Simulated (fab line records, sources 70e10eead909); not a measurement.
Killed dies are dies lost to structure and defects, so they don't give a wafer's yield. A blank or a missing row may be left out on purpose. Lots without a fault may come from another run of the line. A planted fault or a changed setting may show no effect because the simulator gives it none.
Chamber matching | flow nand_harc | NHARC_A_CONTACT_DEP_29 on pecvd-04: 3 sister chambers
The step deposits SiON, target thk 70 nm. 16 wafers are shown with their chamber, then 8 later ones without.

WAFERS WITH THEIR CHAMBER
wafer  | chamber | heater_power_w (W) | heater_power_outer_w (W) | chamber_pressure_Torr (Torr)
L075.3 | 2       | 770                | 441                      | 3.510
L075.4 | 1       | 648                | 378                      | 3.502
L075.6 | 0       | 605                | 354                      | 3.518
L076.2 | 0       | 614                | 367                      | 3.504
L076.4 | 2       | 768                | 459                      | 3.486
L076.5 | 1       | 619                | 358                      | 3.508
L080.3 | 1       | 683                | 406                      | 3.503
L080.4 | 1       | 690                | 405                      | 3.501
L080.5 | 0       | 591                | 337                      | 3.506
L081.2 | 1       | 680                | 400                      | 3.491
L081.3 | 2       | 784                | 454                      | 3.497
L081.6 | 1       | 653                | 405                      | 3.499
L089.1 | 1       | 671                | 388                      | 3.499
L089.2 | 2       | 786                | 464                      | 3.508
L089.4 | 1       | 657                | 397                      | 3.497
L093.1 | 2       | 706                | 391                      | 3.503

SIGNATURES (means of the wafers above)
reading               | chamber 0 | chamber 1 | chamber 2 | scatter within a chamber
heater_power_w        | 603.33    | 662.62    | 762.80    | 25.3
heater_power_outer_w  | 352.67    | 392.12    | 441.80    | 21.4
chamber_pressure_Torr | 3.50933   | 3.50000   | 3.50080   | 0.00712
Rule: a wafer's distance from a chamber is the root of the sum, over the readings, of the square of ((its reading less the chamber's mean) divided by the reading's scatter). The wafer belongs to the nearest chamber; if the next one is less than 2 further off, it can't be placed. The scatter: the root of (the sum of the squares of (reading less its chamber's mean) over the shown wafers, divided by (wafers less chambers)).

WAFERS WITHOUT THEIR CHAMBER
wafer  | heater_power_w (W) | heater_power_outer_w (W) | chamber_pressure_Torr (Torr)
L093.2 | 638                | 361                      | 3.507
L093.6 | 652                | 369                      | 3.497
L096.2 | 758                | 443                      | 3.502
L096.4 | 760                | 462                      | 3.513
L096.6 | 586                | 333                      | 3.510
L097.1 | 756                | 448                      | 3.501
L097.2 | 685                | 411                      | 3.504
L097.4 | 769                | 453                      | 3.490

WHICH CHAMBER EACH WENT THROUGH
wafer  | from the rows above     | in truth
L093.2 | can't be placed: 0 or 1 | 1
L093.6 | can't be placed: 1 or 0 | 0
L096.2 | 2                       | 2
L096.4 | 2                       | 2
L096.6 | 0                       | 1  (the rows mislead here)
L097.1 | 2                       | 2
L097.2 | 1                       | 1
L097.4 | 2                       | 2
Placed correctly: 5 of 8. Can't be placed from these rows: 2 (the true chamber is among the candidates in 2). Placed wrongly: 1.
